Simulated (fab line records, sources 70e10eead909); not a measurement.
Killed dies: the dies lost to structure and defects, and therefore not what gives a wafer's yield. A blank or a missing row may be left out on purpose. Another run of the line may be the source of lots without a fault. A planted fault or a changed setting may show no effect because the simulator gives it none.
fab line records ; flow nandHarc
record lots=7; wafers=20; lastDay=24
route steps=1159 shown A_BONDPAD@1076
lots that met no fault: from a run of the same line without faults
startH: hours from the record's opening day to when the first of the lot's shown wafers began ; waitH: hours since the lot's step before ; " identical to the entry in the row above ; L1.1+2: a single row standing in for several wafers ; - value missing, or start not given ; * or withheld: withheld ; < > ~ a bound
route shown NAME@n: NAME is a module with steps in the file, n the number in the route of the first one ; usual: average and standard deviation across the fault-free wafers ; same: alike in all rows ; chamber/n: place in a boat ; sites: the reading at each site ; _std_site: standard deviation of those values ; _edge_site: outer sites' mean less inner sites' ; radiusMm: how far each site lies from the wafer's centre ; mask NAME#n: copy n ; behind: the most recent tool/chamber to have shaped the wafer ; hold: reason for holding the lot/hours on hold/outcome of the hold ; device: whichever transistor did not switch (one of n, p or np) ; end of line: the same wafers' tests at the end of the route ; step lacking rows: just its recipe ; killed: dies lost to structure and defects at the first sort, not the wafer's yield ; map: shows each die of a wafer: x if killed, . if not, _ if none is there
set.NAME: setting as actually run; set.NAME@STEP: the setting as run at that earlier step ; model.NAME: the simulator's own value behind a step, which no gauge read
a table for each step, a row for each wafer; lots at some steps of the route
services: when a tool's chamber went out of use (startH, in hours from the record's first day, below 0 if earlier), for how many hours, and the reason
## steps
# step NHARC_A_BONDPAD_ETCH_34
# recipe targetDepthA=600; overetchA=180; timeS=65.91; ionEnergyEv=200; n2FlowSccm=150; h2FlowSccm=150; arFlowSccm=0; rfW=400; biasW=150; chemistry=N2/H2
# usual biasW=149.9/0.46; drypumpMotorCurrentA=5.6/0.38; h2FlowSccm=150.0/0.45; oesProductAu=1.002/0.012; rfVppV=430.0/2.4; showerheadPlenumPTorr=2.02/0.078; throttleValvePct=14.171/0.0092
lot.wafer;tool;chamber;startH;waitH;biasW;drypumpMotorCurrentA;h2FlowSccm;oesProductAu;rfHoursCounterH;rfVppV;showerheadPlenumPTorr;throttleValvePct
L190.1;rieDiel-10;0;433.59;0.1;150.2;5.9;150.5;0.997;3;429.9;2.05;14.155
L190.2;rieDiel-10;1;433.59;0.1;149.7;5.2;149.9;0.993;2;428.4;1.95;14.158
L190.5;rieDiel-10;0;433.59;0.1;149.7;5.9;149.9;1.004;-;432.7;2.05;14.166
L194.2;rieDiel-10;0;446.93;0.1;150.4;5.9;150.1;0.998;3;432.2;2.05;14.169
L194.6;rieDiel-10;1;446.93;0.1;151.0;5.2;149.0;0.994;-;428.6;1.95;14.182
L191.4;rieDiel-05;1;447.32;0.1;150.6;5.2;149.5;0.991;18;432.6;2.08;14.170
L191.1;rieDiel-05;0;447.32;0.1;149.7;5.4;150.1;0.998;18;432.4;2.08;14.164
L191.5;rieDiel-05;1;447.32;0.1;150.1;5.2;149.0;0.982;-;432.1;2.08;14.164
L206.1;rieDiel-10;0;506.65;0.1;150.1;5.9;149.8;0.987;5;430.7;2.05;14.156
L206.2;rieDiel-10;1;506.65;0.1;150.1;5.2;150.0;0.998;4;427.9;1.94;14.163
L206.6;rieDiel-10;3;506.65;0.1;150.1;5.5;150.2;1.013;-;433.4;2.13;14.173
L204.2;rieDiel-10;2;506.93;0.1;150.2;5.6;150.0;0.990;5;427.6;1.90;14.175
L204.5;rieDiel-10;3;506.93;0.1;150.0;5.5;150.1;1.005;-;433.3;2.13;14.167
L204.6;rieDiel-10;0;506.93;0.1;149.6;5.9;150.5;0.990;-;430.2;2.05;14.179
L208.4;rieDiel-10;0;520.39;0.1;149.5;5.9;150.4;0.998;6;430.1;2.05;14.159
L208.1;rieDiel-10;1;520.39;0.1;150.5;5.2;149.7;1.009;4;430.3;1.94;14.166
L208.6;rieDiel-10;3;520.39;0.1;150.6;5.4;149.7;1.002;-;432.3;2.13;14.169
L207.2;rieDiel-05;2;534.70;0.1;150.2;6.5;149.3;1.024;2;426.8;1.92;14.181
L207.3;rieDiel-05;3;534.70;0.1;149.7;5.4;149.7;1.017;2;428.6;2.01;14.172
L207.6;rieDiel-05;2;534.70;0.1;150.4;6.4;149.5;1.014;-;426.4;1.92;14.177
# step NHARC_A_BONDPAD_ETCH_12
# recipe targetDepthA=2200; timeS=110; chf3FlowSccm=50; o2FlowSccm=10; arFlowSccm=200; rfW=500; biasW=200; chemistry=CHF3/O2
# usual biasW=200.0/0.59; drypumpMotorCurrentA=5.6/0.38; oesProductAu=0.944/0.025; rfVppV=370.0/2.1; showerheadPlenumPTorr=2.38/0.088; throttleValvePct=20.573/0.0091
lot.wafer;tool;chamber;startH;waitH;biasW;drypumpMotorCurrentA;oesProductAu;rfHoursCounterH;rfVppV;showerheadPlenumPTorr;throttleValvePct
L190.1;rieDiel-10;2;-;-;200.3;5.6;0.948;2;367.2;2.25;20.593
L190.2;rieDiel-10;0;-;-;200.3;5.9;0.973;3;370.2;2.41;20.576
L190.5;rieDiel-10;3;-;-;200.2;5.4;0.975;-;374.4;2.51;20.578
L194.2;rieDiel-10;1;-;-;199.0;5.2;0.929;3;368.6;2.30;20.569
L194.6;rieDiel-10;1;-;-;201.0;5.2;0.927;-;367.8;2.30;20.574
L191.1;rieDiel-05;0;-;-;201.0;5.4;0.940;18;371.5;2.44;20.572
L191.4;rieDiel-05;2;-;-;199.6;6.4;0.939;18;368.0;2.28;20.576
L191.5;rieDiel-05;1;-;-;199.6;5.2;0.905;-;372.1;2.45;20.573
L206.1;rieDiel-10;3;-;-;200.3;5.5;0.946;5;373.3;2.51;20.575
L206.2;rieDiel-10;1;-;-;200.8;5.2;0.944;4;369.3;2.30;20.556
L206.6;rieDiel-10;3;-;-;200.0;5.5;0.952;-;370.8;2.51;20.580
L204.2;rieDiel-10;0;-;-;200.4;5.9;0.968;6;371.6;2.41;20.567
L204.6;rieDiel-10;2;-;-;200.1;5.5;0.952;-;366.5;2.25;20.562
L204.5;rieDiel-10;3;-;-;199.1;5.4;0.954;-;373.1;2.51;20.568
L208.1;rieDiel-10;3;-;-;200.2;5.5;0.924;6;372.9;2.51;20.578
L208.4;rieDiel-10;0;-;-;200.1;5.9;0.919;6;371.3;2.41;20.578
L208.6;rieDiel-10;3;-;-;199.5;5.5;0.921;-;372.8;2.51;20.588
L207.2;rieDiel-05;1;-;-;200.1;5.2;0.988;2;372.3;2.44;20.581
L207.3;rieDiel-05;0;-;-;200.0;5.4;0.981;2;370.9;2.43;20.561
L207.6;rieDiel-05;1;-;-;200.0;5.2;0.989;-;371.8;2.44;20.567
# step NHARC_A_BONDPAD_CD_MEAS_13
# usual cdNm=499/3.2
lot.wafer;tool;chamber;startH;waitH;cdNm
L190.1;cdSem-03;-;433.82;-;504
L190.2;cdSem-03;-;433.82;-;501
L190.5;cdSem-03;-;433.82;-;501
L194.2;cdSem-02;-;447.16;-;503
L194.6;cdSem-02;-;447.16;-;504
L191.1;cdSem-02;-;447.55;-;497
L191.4;cdSem-02;-;447.55;-;496
L191.5;cdSem-02;-;447.55;-;501
L206.1;cdSem-03;-;506.87;-;500
L206.2;cdSem-03;-;506.87;-;498
L206.6;cdSem-03;-;506.87;-;504
L204.2;cdSem-02;-;507.15;-;504
L204.5;cdSem-02;-;507.15;-;502
L204.6;cdSem-02;-;507.15;-;504
L208.1;cdSem-01;-;520.61;-;501
L208.4;cdSem-01;-;520.61;-;506
L208.6;cdSem-01;-;520.61;-;505
L207.2;cdSem-03;-;534.93;-;504
L207.3;cdSem-03;-;534.93;-;496
L207.6;cdSem-03;-;534.93;-;500
# step NHARC_A_BONDPAD_STRIP_15
# recipe o2FlowSccm=500; arFlowSccm=0; biasW=0; chemistry=O2
# step NHARC_A_BONDPAD_ETCH_24
# recipe targetDepthA=300; overEtchFrac=0.3; timeS=72.99; ionEnergyEv=150; cf4FlowSccm=50; n2FlowSccm=100; arFlowSccm=150; rfW=300; biasW=100; chemistry=CF4/N2
# usual biasW=100.0/0.3; drypumpMotorCurrentA=5.7/0.35; oesProductAu=0.998/0.012; rfVppV=313.6/1.9; showerheadPlenumPTorr=2.59/0.093; throttleValvePct=19.795/0.0088
lot.wafer;tool;chamber;startH;waitH;biasW;drypumpMotorCurrentA;oesProductAu;rfHoursCounterH;rfVppV;showerheadPlenumPTorr;throttleValvePct
L190.2;rieDiel-10;0;-;-;100.4;5.9;1.001;3;313.9;2.64;19.801
L190.1;rieDiel-10;2;-;-;100.0;5.6;0.999;2;310.0;2.46;19.797
L190.5;rieDiel-10;1;-;-;99.9;5.2;1.005;-;313.4;2.51;19.791
L194.2;rieDiel-07;2;-;-;100.2;5.9;1.023;12;314.6;2.61;19.808
L194.6;rieDiel-07;0;-;-;100.0;6.3;0.985;-;312.7;2.57;19.788
L191.4;rieDiel-10;3;-;-;100.4;5.4;1.012;3;316.5;2.74;19.804
L191.1;rieDiel-10;0;-;-;100.0;5.9;1.003;3;314.7;2.64;19.781
L191.5;rieDiel-10;1;-;-;99.8;5.2;1.002;-;314.1;2.51;19.816
L206.2;rieDiel-07;1;-;-;100.2;6.1;0.979;32;315.6;2.61;19.799
L206.1;rieDiel-07;3;-;-;100.4;5.8;1.009;33;315.0;2.64;19.801
L206.6;rieDiel-07;1;-;-;100.2;6.1;0.978;-;314.6;2.60;19.788
L204.2;rieDiel-10;0;-;-;100.1;5.9;0.976;6;314.4;2.64;19.787
L204.6;rieDiel-10;0;-;-;99.5;5.9;0.979;-;313.9;2.64;19.779
L204.5;rieDiel-10;1;-;-;100.1;5.2;0.999;-;312.6;2.51;19.777
L208.1;rieDiel-10;3;-;-;99.6;5.4;0.991;6;316.5;2.74;19.796
L208.4;rieDiel-10;0;-;-;100.1;5.9;0.992;6;315.0;2.64;19.791
L208.6;rieDiel-10;3;-;-;99.9;5.4;0.993;-;315.4;2.74;19.788
L207.3;rieDiel-07;1;-;-;100.2;6.0;0.974;42;312.7;2.60;19.798
L207.2;rieDiel-07;3;-;-;100.1;5.8;1.007;44;315.1;2.64;19.788
L207.6;rieDiel-07;1;-;-;99.8;6.1;0.975;-;311.9;2.60;19.793
# step NHARC_A_BONDPAD_STRIP_16
# recipe timeS=600; tempC=30; chemistry=postEtchResidueRemover
# step NHARC_A_BONDPAD_DEGAS_25
# recipe tempC=300; timeS=60
# step NHARC_A_BONDPAD_PRE_CLEAN_26
# recipe timeS=30; tempC=280; gas=H2/He
# step NHARC_A_BONDPAD_PVD_17
# recipe targetThkA=50; biasV=168.6; powerW=15000; chamberPressurePa=0.12; timeS=8.06; substrateTempC=50; material=TaN
# usual throttleValvePct=30.1/1.4
lot.wafer;tool;chamber;startH;waitH;throttleValvePct
L190.2;pvdSputter-02;-;-;-;29.6
L190.1;pvdSputter-02;-;-;-;29.0
L190.5;pvdSputter-02;-;-;-;29.6
L194.2;pvdSputter-03;-;-;-;31.1
L194.6;pvdSputter-03;-;-;-;29.6
L191.1;pvdSputter-02;-;-;-;29.7
L191.4;pvdSputter-02;-;-;-;29.0
L191.5;pvdSputter-02;-;-;-;29.6
L206.1;pvdSputter-02;-;-;-;32.8
L206.2;pvdSputter-02;-;-;-;29.0
L206.6;pvdSputter-02;-;-;-;33.2
L204.2;pvdSputter-01;-;-;-;31.3
L204.6;pvdSputter-01;-;-;-;31.5
L204.5;pvdSputter-01;-;-;-;29.6
L208.1;pvdSputter-02;-;-;-;29.5
L208.4;pvdSputter-02;-;-;-;32.9
L208.6;pvdSputter-02;-;-;-;28.8
L207.3;pvdSputter-02;-;-;-;32.5
L207.2;pvdSputter-02;-;-;-;28.9
L207.6;pvdSputter-02;-;-;-;32.9
# step NHARC_A_BONDPAD_PVD_27
# recipe targetThkA=300; chamberPressurePa=5; powerW=5000; substrateTempC=30; timeS=20.49; material=Cu
# usual throttleValvePct=29.9/1.4
lot.wafer;tool;chamber;startH;waitH;throttleValvePct
L190.1;pvdSputter-02;-;-;-;29.9
L190.2;pvdSputter-02;-;-;-;30.0
L190.5;pvdSputter-02;-;-;-;29.7
L194.2;pvdSputter-03;-;-;-;30.8
L194.6;pvdSputter-03;-;-;-;30.7
L191.1;pvdSputter-02;-;-;-;32.7
L191.4;pvdSputter-02;-;-;-;29.7
L191.5;pvdSputter-02;-;-;-;29.7
L206.1;pvdSputter-02;-;-;-;29.0
L206.2;pvdSputter-02;-;-;-;29.8
L206.6;pvdSputter-02;-;-;-;30.0
L204.2;pvdSputter-01;-;-;-;29.8
L204.6;pvdSputter-01;-;-;-;27.8
L204.5;pvdSputter-01;-;-;-;31.6
L208.4;pvdSputter-02;-;-;-;32.9
L208.1;pvdSputter-02;-;-;-;29.6
L208.6;pvdSputter-02;-;-;-;29.7
L207.3;pvdSputter-02;-;-;-;30.0
L207.2;pvdSputter-02;-;-;-;28.9
L207.6;pvdSputter-02;-;-;-;29.7
# step NHARC_A_BONDPAD_ECD_18
# recipe targetThkA=4000; bathTempC=25; material=Cu
# step NHARC_A_BONDPAD_ANNEAL_28
# recipe tempC=225; timeS=90
# step NHARC_A_BONDPAD_CMP_19
# recipe tOverpolishS=30; cuRecessTouchS=16; targetThkNm=169.8
# usual cuRecessTouchS=16/0; edgeZonePressureFrac=1.000/0.0046; motorCurrentA=11.8/1.2; overpolishRunS=30.001/0.0091
lot.wafer;tool;chamber;startH;waitH;cuRecessTouchS;edgeZonePressureFrac;motorCurrentA;overpolishRunS
L190.1;cmp-01;2;435.56;-;-;-;-;-
L190.2;cmp-01;3;435.56;-;-;-;-;-
L190.5;cmp-01;1;435.56;-;-;-;-;-
L194.2;cmp-03;0;448.90;-;-;-;-;-
L194.6;cmp-03;3;448.90;-;-;-;-;-
L191.4;cmp-02;1;449.32;-;-;-;-;-
L191.1;cmp-02;2;449.32;-;-;-;-;-
L191.5;cmp-02;0;449.32;-;-;-;-;-
L206.1;cmp-01;1;508.93;-;16;1.001;12.0;29.998
L206.2;cmp-01;3;508.93;-;16;1.000;9.7;29.991
L206.6;cmp-01;1;508.93;-;16;1.000;12.7;30.001
L204.2;cmp-03;2;509.27;-;16;1.003;12.1;30.021
L204.5;cmp-03;0;509.27;-;16;1.002;10.7;29.993
L204.6;cmp-03;1;509.27;-;16;0.993;11.4;30.001
L208.4;cmp-01;3;522.34;-;16;0.995;9.5;30.002
L208.1;cmp-01;0;522.34;-;16;0.996;13.8;30.014
L208.6;cmp-01;3;522.34;-;16;1.004;9.6;30.004
L207.2;cmp-02;0;536.64;-;16;1.000;10.8;30.009
L207.3;cmp-02;1;536.64;-;16;0.997;11.3;30.008
L207.6;cmp-02;1;536.64;-;16;1.002;11.4;30.004
# step NHARC_A_BONDPAD_THK_MEAS_20
# recipe thkMeasGauge=xrf
# usual thkNm=169.8/1.5
lot.wafer;tool;chamber;startH;waitH;thkNm
L190.1;filmMetro-02;-;435.85;0.3;397.7
L190.2;filmMetro-02;-;435.85;0.3;402.6
L190.5;filmMetro-02;-;435.85;0.3;399.5
L194.2;filmMetro-01;-;449.19;0.3;399.0
L194.6;filmMetro-01;-;449.19;0.3;395.8
L191.1;filmMetro-01;-;449.62;0.2;407.4
L191.4;filmMetro-01;-;449.62;0.2;409.9
L191.5;filmMetro-01;-;449.62;0.2;411.8
L206.1;filmMetro-01;-;509.22;-;167.5
L206.2;filmMetro-01;-;509.22;-;167.5
L206.6;filmMetro-01;-;509.22;-;168.6
L204.2;filmMetro-02;-;509.53;-;168.2
L204.5;filmMetro-02;-;509.53;-;173.8
L204.6;filmMetro-02;-;509.53;-;169.3
L208.1;filmMetro-02;-;522.63;-;167.7
L208.4;filmMetro-02;-;522.63;-;169.5
L208.6;filmMetro-02;-;522.63;-;169.4
L207.2;filmMetro-02;-;536.96;-;168.0
L207.3;filmMetro-02;-;536.96;-;172.8
L207.6;filmMetro-02;-;536.96;-;172.2
# step NHARC_A_BONDPAD_SRD_21
# recipe timeS=30; tempC=23; dryTimeS=20; spinRpm=1500
# step NHARC_A_BONDPAD_INSPECT_23
# usual rawDefectCount=453/120
lot.wafer;tool;chamber;startH;waitH;rawDefectCount
L190.1;defectInspect-01;-;436.06;0.0;3256
L190.2;defectInspect-01;-;436.06;0.0;3207
L190.5;defectInspect-01;-;436.06;0.0;3223
L194.2;defectInspect-02;-;449.42;0.0;3195
L194.6;defectInspect-02;-;449.42;0.0;3209
L191.1;defectInspect-01;-;449.86;0.0;3339
L191.4;defectInspect-01;-;449.86;0.0;3277
L191.5;defectInspect-01;-;449.86;0.0;3269
L206.1;defectInspect-02;-;509.46;0.0;474
L206.2;defectInspect-02;-;509.46;0.0;460
L206.6;defectInspect-02;-;509.46;0.0;339
L204.2;defectInspect-01;-;509.74;0.0;386
L204.5;defectInspect-01;-;509.74;0.0;537
L204.6;defectInspect-01;-;509.74;0.0;436
L208.1;defectInspect-02;-;522.85;0.0;676
L208.4;defectInspect-02;-;522.85;0.0;562
L208.6;defectInspect-02;-;522.85;0.0;616
L207.2;defectInspect-01;-;537.17;0.0;422
L207.3;defectInspect-01;-;537.17;0.0;416
L207.6;defectInspect-01;-;537.17;0.0;543
## services
tool;chamber;startH;hours;kind
rieDiel-10;0;411.68;-;clean
rieDiel-10;1;411.68;-;clean
rieDiel-10;2;411.68;-;clean
rieDiel-10;3;411.68;-;clean
cmp-02;-;422.73;4.0;pm
rieDiel-05;3;429.14;11.9;repair
cmp-01;-;430.68;1.3;repair
rieDiel-10;0;436.18;-;clean
rieDiel-10;1;436.18;-;clean
cmp-03;-;451.70;4.0;pm
pvdSputter-03;-;458.15;10.0;pm
rieDiel-10;1;459.01;34.6;repair
cmp-01;-;459.42;0.4;repair
pvdSputter-01;-;460.96;2.0;repair
pvdSputter-02;-;462.66;7.2;repair
cmp-01;-;482.73;4.0;pm
rieDiel-07;-;489.58;0.3;repair
rieDiel-10;2;493.23;9.3;repair
rieDiel-07;1;512.87;5.5;repair
pvdSputter-01;-;514.00;10.0;pm
cmp-03;-;516.31;12.8;repair
rieDiel-05;-;517.79;9.0;pm
cmp-02;-;520.85;4.0;pm
rieDiel-10;-;530.61;9.0;pm
## key
firstSign step=NHARC_A_BONDPAD_CMP_19; reading=toolRecord; direction=missing
effect step=NHARC_A_BONDPAD_THK_MEAS_20; reading=thkNm; direction=up; sigmas=99+; usual=169.8; struck=403.0
effect step=NHARC_A_BONDPAD_INSPECT_23; reading=rawDefectCount; direction=up; sigmas=24; usual=453; struck=3247
metAt NHARC_A_BONDPAD_CMP_19
struckWafers L190.1,L190.2,L190.5,L191.1,L191.4,L191.5,L194.2,L194.6
laterRowsLeftOut L190.1,L190.2,L190.5,L191.1,L191.4,L191.5,L194.2,L194.6
sortLeftOut L190.1,L190.2,L190.5,L191.1,L191.4,L191.5,L194.2,L194.6
fault kind=skippedStepWhole; tool=cmp-01,cmp-02,cmp-03; chamber=-; onsetH=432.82; steps=NHARC_A_BONDPAD_CMP_19; scope=struckLotsOnly
# sortLeftOut: the simulated sort isn't trusted on such a fault, so these wafers' sort isn't shown, and their yield isn't known
# laterRowsLeftOut: the simulator's readings of these wafers behind a module that went badly wrong aren't trusted and aren't shown, but for the sort
